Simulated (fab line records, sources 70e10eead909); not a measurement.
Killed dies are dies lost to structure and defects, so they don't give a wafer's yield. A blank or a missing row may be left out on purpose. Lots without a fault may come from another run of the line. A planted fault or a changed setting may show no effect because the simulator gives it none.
Which tool did it? | flow nand_harc | 6 lots, 18 wafers sampled, at 5 steps of a route of 1302

WHAT THE GAUGES READ, wafer by wafer
NHARC_END_SORT_01.
lot  | measured     | on        | killed_at_array
L103 | day 31 04:50 | prober-02 | 162 49 40
L108 | day 33 01:31 | prober-01 | 149 34 22

WHICH TOOL RAN EACH LOT (tool, then ch and the chambers of the sampled wafers, then the start)
lot  | NHARC_A_STAIRCASE_ETCH_230                    | NHARC_A_STAIRCASE_TRIM_233                    | NHARC_A_STAIRCASE_ETCH_234         | NHARC_A_STAIRCASE_TRIM_235
L990 | rie_diel-04 ch 0,2,3, day 16 22:51 or earlier | rie_diel-04 ch 1,2,3, day 16 22:51 or earlier | rie_diel-04 ch 0,1,3, day 16 22:51 | rie_diel-04 ch 1,2,3, no start
L992 | rie_diel-01 ch 0,1,2, day 17 17:59 or earlier | rie_diel-01 ch 0,1,3, day 17 17:59 or earlier | rie_diel-01 ch 0,1,3, day 17 17:59 | rie_diel-01 ch 0,2,3, no start
L998 | rie_diel-01 ch 0,1,3, day 20 07:50 or earlier | rie_diel-01 ch 0,2,3, day 20 07:50 or earlier | rie_diel-01 ch 0,1,2, day 20 07:50 | rie_diel-01 ch 0,1,3, no start
L103 | rie_diel-04 ch 0,1,2, day 22 19:34 or earlier | rie_diel-04 ch 0,2,3, day 22 19:34 or earlier | rie_diel-04 ch 0,1,3, day 22 19:34 | rie_diel-04 ch 0,1, day 31 04:50 or earlier
L108 | rie_diel-04 ch 2,3, day 24 13:48 or earlier   | rie_diel-04 ch 0,1,2, day 24 13:48 or earlier | rie_diel-04 ch 1,2, day 24 13:48   | rie_diel-04 ch 1,2,3, day 33 01:31 or earlier
L111 | rie_diel-01 ch 0,3, day 25 11:23 or earlier   | rie_diel-01 ch 1,2, day 25 11:23 or earlier   | rie_diel-01 ch 0,1, day 25 11:23   | rie_diel-01 ch 0,2,3, no start
- NHARC_A_STAIRCASE_ETCH_230: etches the open film in C4F8/O2, target depth 100 nm, time 40.5 s.
- NHARC_A_STAIRCASE_TRIM_233: chemistry O2, time 211.2 s.
- NHARC_A_STAIRCASE_ETCH_234: etches the open film in C4F8/O2, target depth 100 nm, time 40.5 s.
- NHARC_A_STAIRCASE_TRIM_235: chemistry O2, time 211.2 s.

THE ANSWER, worked out from the rows above alone
Rule: what is usual is taken from the lots themselves. Put in order of their means at a reading, lots are off if they are a third of the lots or fewer, leave a main group of 4 or more, and stand apart from it by a gap of 3 or more times the standard deviation of the main group's means; of several such gaps the widest counts. A main group whose means are all the same, to the digits that the tables above print for the reading, isn't used. A lot without any number at a reading at which 4 lots or more have one is off too. The other lots that the step has rows for count as sound.
No lot is off at any reading shown: from this, nothing can be told.

WHAT THE SIMULATOR HAD PUT IN
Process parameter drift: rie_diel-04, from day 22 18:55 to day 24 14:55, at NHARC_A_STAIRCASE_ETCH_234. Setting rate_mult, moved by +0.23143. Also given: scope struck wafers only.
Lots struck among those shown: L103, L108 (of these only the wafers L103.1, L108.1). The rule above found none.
